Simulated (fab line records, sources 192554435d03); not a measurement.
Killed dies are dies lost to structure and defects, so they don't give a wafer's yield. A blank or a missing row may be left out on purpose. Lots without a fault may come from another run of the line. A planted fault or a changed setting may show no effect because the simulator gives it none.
Problem report in the 8D (eight disciplines) form, filled by code | flow n5_finfet | the parts of the form that need people (team, actions taken, sign-off) are left out
Where a reading is given only as a bound, like >300, the bound stands for it, and a mean or a difference that rests on one is marked > or <: the true number lies beyond.

1. THE PROBLEM
raw_defect_count at N5_BEOL_M15_INSPECT_55 reads a mean of 725 on 6 wafers of 2 lots; wafers without a fault read 73 with a standard deviation of 23. That is +28 standard deviations from the usual mean.
The step: inspects for defects (darkfield).
First seen on wafer L121.3, day 16 14:27, on defect_inspect-01. The record holds 30 wafers of 10 lots with a number at this step. Rule for "out", or "out of limits": more than 4 standard deviations from the usual mean. The other wafers with a number count as sound.

2. WHAT IT IS AND WHAT IT IS NOT
question                    | is                     | is not
which readings at this step | raw_defect_count       | -
which lots                  | L121, L124             | L105, L106, L109, L111, L112, L115, L118, L127
which wafers of those lots  | all that have a number | -
read on which gauges        | defect_inspect-01      | defect_inspect-02
when                        | from day 16 14:27      | up to then (21 sound wafers); but 3 sound wafers of L127 came after

3. SUSPECTS, AND WHAT RULES EACH OUT
Counting: a tool at a process step up to the reading stays a suspect if it ran every lot that is out and no sound lot after the first of them.
- the gauge at N5_BEOL_M15_INSPECT_55: ruled out. All the wafers that are out were read on defect_inspect-01, but those of them that N5_PASSIVATION_PROBE_49 has rows for are out there too, on other tools.
- rie_diel-03 at N5_BEOL_M15_STRIP_37 (strips in O2): ruled out as a lasting fault. Sound lots L127 ran on it after its first lot that is out, L121 (day 16 12:51). N5_BEOL_M15_STRIP_37 gives no start for some lots, so the hours and the order of its lots are those of N5_BEOL_M15_SPUTTER_43.
- pvd_sputter-01 at N5_BEOL_M15_SPUTTER_43 (material TaN, target thk 15 nm, time 24.19 s): ruled out as a lasting fault. Sound lots L127 ran on it after its first lot that is out, L121 (day 16 12:51).
- pecvd-02 at N5_BEOL_M15_DEP_53 (deposits SiCN from 3MS/NH3, target thk 50 nm, time 17.8 s): kept. It ran every lot that is out, first L121 (day 16 14:22), and no sound lot after that; its last sound lot up to then is L111 (day 13 23:29).
Left after counting: pecvd-02 at N5_BEOL_M15_DEP_53.

4. THE CAUSE (what the simulator had put in)
Chamber particle source: pecvd-02, from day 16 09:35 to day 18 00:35, at N5_BEOL_M15_DEP_53. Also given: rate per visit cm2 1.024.
Counting left only this tool.

5. THE CHAIN OF EFFECTS, in route order
Each row: a reading whose mean over the struck wafers that have a number lies more than 3 standard deviations from the usual. Only readings for which the record gives a usual standard deviation are gone through. hours: the time from each lot's start at the first step in this table that gives one to its start at this step, as a median over the lots. sigmas: the change in usual standard deviations.
hours | step                        | reading              | usual  | on struck wafers | change | sigmas
0     | N5_BEOL_M15_INSPECT_55      | raw_defect_count     | 73     | 725              | +652   | +28
7     | N5_MIM_TOP_LITHO_INSPECT_12 | raw_defect_count     | 2.3    | >300             | >+298  | +99 or more
17    | N5_PASSIVATION_PROBE_49     | defect_limited_yield | 91.5 % | 83.7             | -7.8   | -5.5
17    | N5_PASSIVATION_PROBE_49     | killed_at_M4_up      | 12     | 120              | +108   | +25
17    | N5_PASSIVATION_PROBE_49     | killed_dies          | 100    | 192              | +92    | +5.4
17    | N5_PASSIVATION_PROBE_49     | sort_bin_5_function  | 5.0 %  | 9.8              | +4.8   | +5.1
17    | N5_PASSIVATION_PROBE_49     | sort_n_pass          | 1079   | 988              | -91    | -5.3
17    | N5_PASSIVATION_PROBE_49     | sort_yield_pct       | 91.4 % | 83.7             | -7.7   | -5.1
The process steps in it:
- N5_PASSIVATION_PROBE_49

6. WHAT WOULD HAVE CAUGHT IT SOONER
In this record the first reading out of limits at a measuring or inspecting step was taken at day 16 14:27, 5 hours after the fault began at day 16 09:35.
Of the tool readings at N5_BEOL_M15_DEP_53 for which the record gives a usual standard deviation, none was out on any struck wafer, so an alarm limit of 4 standard deviations on them would not have fired.
Of the lots that are out (2), L124 began N5_BEOL_M15_DEP_53 on pecvd-02 after day 16 14:27. A hold on the tool at that time would have spared it.
